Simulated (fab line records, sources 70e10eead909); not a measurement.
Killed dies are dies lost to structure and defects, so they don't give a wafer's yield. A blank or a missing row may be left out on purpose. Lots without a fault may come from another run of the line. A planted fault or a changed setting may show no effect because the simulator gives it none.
A struck lot beside a sound one | flow nand_harc | 34 steps out of a route of 1302
Sound: wafers L568.2, L568.4, L568.6. Struck: wafers L557.1, L557.4, L557.6. The cause comes at the end.
At each step with rows: each side's tool, then ch and its chambers, then its first start. Under that, the readings that differ: sound wafers | struck wafers | difference of the means | sigmas: that difference in standard deviations of wafers without a fault.
alike: readings whose means differ by less than 2 such deviations, and words and numbers that are the same on both sides. not compared: withheld readings, readings that some wafer has no value for, bounds like >300 that may hide the same value, and numbers for which the record gives no deviation and whose values overlap.
The two part at a step that has a row with sigmas, a row that says differs or no value, or rows on one side only. Numbers that don't overlap but have no deviation are shown without sigmas and don't part them. A reading that every wafer of one side lacks parts them only if that side has two wafers or more.

first, 5 steps without rows for these wafers: NHARC_A_ONON_D1_DEP_22 (target thk 1000 nm); NHARC_A_ONON_D1_DEP_25 (target thk 1000 nm); NHARC_A_ONON_D1_DEP_28 (target thk 1000 nm); NHARC_A_ONON_D1_DEP_33 (deposits SiO2, target thk 200 nm); NHARC_A_CHANNEL_HOLE_D1_DEP_00 (deposits aC, target thk 3100 nm).
NHARC_A_CHANNEL_HOLE_D1_DEP_01: deposits SiON, target thk 140 nm.
  sound on pecvd-02 ch 1,2, day 17 17:36; struck on pecvd-01 ch 0,2, day 13 09:41
  alike: heater_power_w, rf_fwd_power_W, susceptor_temp_C
then, 10 steps without rows for these wafers: NHARC_A_CHANNEL_HOLE_D1_DEHYDRATE_02 (time 120 s); NHARC_A_CHANNEL_HOLE_D1_HMDS_03 (time 30 s); NHARC_A_CHANNEL_HOLE_D1_COAT_36 (time 75 s); NHARC_A_CHANNEL_HOLE_D1_COAT_37 (time 65 s); NHARC_A_CHANNEL_HOLE_D1_COAT_04 (resist thk 90 nm); NHARC_A_CHANNEL_HOLE_D1_SOFTBAKE_05 (time 55 s); NHARC_A_CHANNEL_HOLE_D1_EBR_06; NHARC_A_CHANNEL_HOLE_D1_EXPOSE_07 (exposes mask HOLE D1, target cd 100 nm); NHARC_A_CHANNEL_HOLE_D1_PEB_08 (peb time 65 s); NHARC_A_CHANNEL_HOLE_D1_DEVELOP_09 (develop time 35 s).
NHARC_A_CHANNEL_HOLE_D1_INSPECT_12:
  sound on defect_inspect-01, day 17 18:23; struck on defect_inspect-02, day 13 10:35
  reading          | sound | struck      | difference | sigmas
  raw_defect_count | 1 7 1 | 423 453 458 | +442       | +99 or more
then, 15 steps without rows for these wafers: NHARC_A_CHANNEL_HOLE_D1_DESCUM_15 (chemistry O2, time 3 s); NHARC_A_CHANNEL_HOLE_D1_ETCH_38 (etches the open film in CF4, target depth 39 nm, time 65 s); NHARC_A_CHANNEL_HOLE_D1_ETCH_39 (etches the open film in N2/H2, target depth 260 nm, time 325 s); NHARC_A_CHANNEL_HOLE_D1_ETCH_34 (etches the open film in CF4/CHF3, target depth 154 nm, time 77 s); NHARC_A_CHANNEL_HOLE_D1_ETCH_16 (etches the open film in O2/COS, target depth 3100 nm, time 806 s); NHARC_A_CHANNEL_HOLE_D1_ETCH_19 (etches the open film in C4F8/O2/Ar, time 34.5 s); NHARC_A_CHANNEL_HOLE_D1_ETCH_20 (etches the open film in C4F8/O2/Ar, time 361.9 s, target depth 1600 nm); NHARC_A_CHANNEL_HOLE_D1_ETCH_21 (etches the open film in C4F8/O2/Ar, time 514.3 s, target depth 1600 nm); NHARC_A_CHANNEL_HOLE_D1_ETCH_22 (etches the open film in C4F8/O2/Ar, time 666.7 s, target depth 1600 nm); NHARC_A_CHANNEL_HOLE_D1_ETCH_23 (etches the open film in C4F8/O2/Ar, time 819 s, target depth 1600 nm); NHARC_A_CHANNEL_HOLE_D1_ETCH_24 (etches the open film in C4F8/O2/Ar, time 906.2 s, target depth 1500 nm); NHARC_A_CHANNEL_HOLE_D1_ETCH_25 (etches the open film in C4F8/O2/Ar, time 1040.2 s, target depth 1500 nm); NHARC_A_CHANNEL_HOLE_D1_ETCH_26 (etches the open film in C4F8/O2/Ar, time 224.1 s, target depth 300 nm); NHARC_A_CHANNEL_HOLE_D1_ETCH_33 (etches the open film in C4F8/O2/Ar, time 90 s, target depth 400 nm); NHARC_A_CHANNEL_HOLE_D1_STRIP_41 (strips in N2/H2).
NHARC_A_CHANNEL_HOLE_D1_INSPECT_40:
  sound on defect_inspect-01, day 18 02:28; struck on defect_inspect-02, day 13 18:17
  reading          | sound    | struck      | difference | sigmas
  raw_defect_count | 64 66 50 | 471 522 517 | +443       | +17
-- the record jumps here: 16 days lie between the struck wafers' starts before and after (it left off in module A_CHANNEL_HOLE_D1 and takes up again in module END, whose first step shown is number 1302 of the route) --
NHARC_END_SORT_01:
  the record has rows for the struck wafers here (prober-01 ch 0, day 29 13:53) and none for the sound ones

WHERE THEY PART
First at NHARC_A_CHANNEL_HOLE_D1_INSPECT_12; last, within this record, at NHARC_END_SORT_01.

WHY: what the simulator had put in
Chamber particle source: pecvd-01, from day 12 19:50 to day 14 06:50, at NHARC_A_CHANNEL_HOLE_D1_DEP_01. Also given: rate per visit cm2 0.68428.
